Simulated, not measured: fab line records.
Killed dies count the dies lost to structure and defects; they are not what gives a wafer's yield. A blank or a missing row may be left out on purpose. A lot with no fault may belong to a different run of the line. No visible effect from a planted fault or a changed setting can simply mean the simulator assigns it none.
Which tool was responsible? :: flow nand harc :: 24 lots, 72 wafers sampled, at 1 step of a route of 1159

== WHAT EACH GAUGE READ, for each wafer ==
NHARC_A_ONON_D1_THK_MEAS_18: measures by ellipsometry.
lot: L074
measured: day 8 00:10
on: film metro-01
thk nm (nm): 1000 1000 999

lot: L076
measured: day 8 10:08
on: film metro-01
thk nm (nm): 983 982 981

lot: L075
measured: day 8 10:19
on: film metro-02
thk nm (nm): 1008 1011 1011

lot: L078
measured: day 8 21:38
on: film metro-01
thk nm (nm): 1004 1005 1003

lot: L077
measured: day 8 21:39
on: film metro-02
thk nm (nm): 1007 1008 1005

lot: L081
measured: day 9 14:58
on: film metro-02
thk nm (nm): 997 999 999

lot: L080
measured: day 9 14:58
on: film metro-01
thk nm (nm): 991 990 990

lot: L079
measured: day 9 14:58
on: film metro-02
thk nm (nm): 996 997 995

lot: L083
measured: day 9 21:44
on: film metro-02
thk nm (nm): 1011 1012 1011

lot: L082
measured: day 9 21:45
on: film metro-01
thk nm (nm): 1001 1000 1003

lot: L084
measured: day 10 07:13
on: film metro-01
thk nm (nm): 1019 1019 1017

lot: L086
measured: day 11 00:58
on: film metro-02
thk nm (nm): 1002 1003 1003

lot: L087
measured: day 11 00:58
on: film metro-01
thk nm (nm): 991 992 991

lot: L085
measured: day 12 00:43
on: film metro-02
thk nm (nm): 997 998 998

lot: L088
measured: day 12 00:43
on: film metro-01
thk nm (nm): 990 990 990

lot: L090
measured: day 12 08:28
on: film metro-02
thk nm (nm): 998 998 999

lot: L091
measured: day 12 08:29
on: film metro-01
thk nm (nm): 1006 1008 1007

lot: L089
measured: day 12 08:50
on: film metro-01
thk nm (nm): 1011 1014 1011

lot: L093
measured: day 12 16:29
on: film metro-01
thk nm (nm): 1006 1007 1010

lot: L092
measured: day 12 16:29
on: film metro-02
thk nm (nm): 1008 1006 1007

lot: L094
measured: day 12 16:29
on: film metro-02
thk nm (nm): 1007 1008 1008

lot: L095
measured: day 13 06:34
on: film metro-02
thk nm (nm): 1000 1001 999

lot: L096
measured: day 13 06:34
on: film metro-01
thk nm (nm): 999 1000 999

lot: L097
measured: day 13 17:40
on: film metro-02
thk nm (nm): 989 987 987

== WHICH TOOL RAN EACH LOT (tool, then ch and the chambers of the sampled wafers, then the start) ==
Before these readings, the record contains no process step.

== AS READ BY THE TOOLS THEMSELVES (means over the sampled wafers that have a number; for cases with no such wafer, the mark the record gives instead) ==
The record holds no such reading with a usual standard deviation.

== THE ANSWER, worked out from the rows above alone ==
Rule: the usual values come from the lots themselves. The widest of any qualifying gaps counts: lots, ordered by their means at a reading, are off when they make up no more than a third of the lots, leave a main group of 4 or more, and stand apart from it by 3 or more times the standard deviation of that group's means. A main group is skipped when, at the precision printed for the reading in the tables above, its means are all equal. Also off: a lot with no number at a reading for which 4 or more lots have one. All remaining lots with rows at the step are treated as sound. After the gauges, taken in route order, come the tools' own readings; for these a lot's mean is taken, as printed above. The first step at which some lot is off is used, and at that step the reading that is off furthest; a lot without a number counts as furthest.
Nothing can be told from this: no lot is off at any reading shown.

== WHAT WAS PUT IN BY THE SIMULATOR ==
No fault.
